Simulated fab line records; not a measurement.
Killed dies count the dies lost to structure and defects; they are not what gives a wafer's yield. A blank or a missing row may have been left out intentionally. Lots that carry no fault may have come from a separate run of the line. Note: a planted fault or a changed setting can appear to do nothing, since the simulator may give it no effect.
One fault through the eyes of 2 desks || flow n5Finfet || each desk has only its own numbers; what lay behind them comes last

## THE TOOL OWNER'S DESK: pecvd-01
The tool's own readings at N5_BEOL_M8_DEP_56 (deposits SiCN from 3MS/NH3, target thk 10 nm, time 17.5 s): means of the sampled wafers that have a number, for each lot that ran on this tool. If a lot's mean is further than 4 standard deviations from the usual mean, the lot is out of limits and carries the mark OUT (the distance appears in the brackets).
Columns: A = showerheadPlenumPTorr at N5_BEOL_M8_DEP_56, usual 3.668 Torr; B = throttleValvePct at N5_BEOL_M8_DEP_56, usual 8.9 %
{"lot": "L450", "first seen here": "day 11 10:31", "A": 3.655, "B": 8.7}
{"lot": "L448", "first seen here": "day 11 10:59", "A": 3.652, "B": 9.1}
{"lot": "L453", "first seen here": "day 13 06:27", "A": 3.673, "B": 8.6}
{"lot": "L454", "first seen here": "day 13 06:50", "A": 3.661, "B": 9.2}
{"lot": "L458", "first seen here": "day 14 11:50", "A": 3.664, "B": 8.8}
{"lot": "L460", "first seen here": "day 15 08:50", "A": 3.651, "B": 9.2}
Result from this desk: across the 6 lots, nothing is out of limits.

## FROM THE METROLOGY DESK
Means of the sampled wafers that have a number, per lot and without regard to the tool the lot ran on: this is what the gauges read. If a lot's mean is further than 4 standard deviations from the usual mean, the lot is out of limits and carries the mark OUT (the distance appears in the brackets).
Columns: A = M8_THK at N5_BEOL_M8_THK_MEAS_53, usual 82.8 nm; B = M8_RS at N5_BEOL_M8_RS_MEAS_57, usual 0.283 ohm/sq
{"lot": "L450", "first seen here": "day 11 10:28", "A": 82.4, "B": 0.281}
{"lot": "L448", "first seen here": "day 11 10:55", "A": 84.9, "B": 0.273}
{"lot": "L453", "first seen here": "day 13 06:23", "A": 82.4, "B": 0.282}
{"lot": "L454", "first seen here": "day 13 06:47", "A": 83.1, "B": 0.281}
{"lot": "L458", "first seen here": "day 14 11:47", "A": 82.6, "B": 0.285}
{"lot": "L460", "first seen here": "day 15 08:46", "A": 84.3, "B": 0.280}
Result from this desk: across the 6 lots, nothing is out of limits.

## BROUGHT TOGETHER
The tool owner's desk saw nothing out of limits.
At the metrology desk, nothing out of limits was observed.

## WHAT THE SIMULATOR HAD PUT IN
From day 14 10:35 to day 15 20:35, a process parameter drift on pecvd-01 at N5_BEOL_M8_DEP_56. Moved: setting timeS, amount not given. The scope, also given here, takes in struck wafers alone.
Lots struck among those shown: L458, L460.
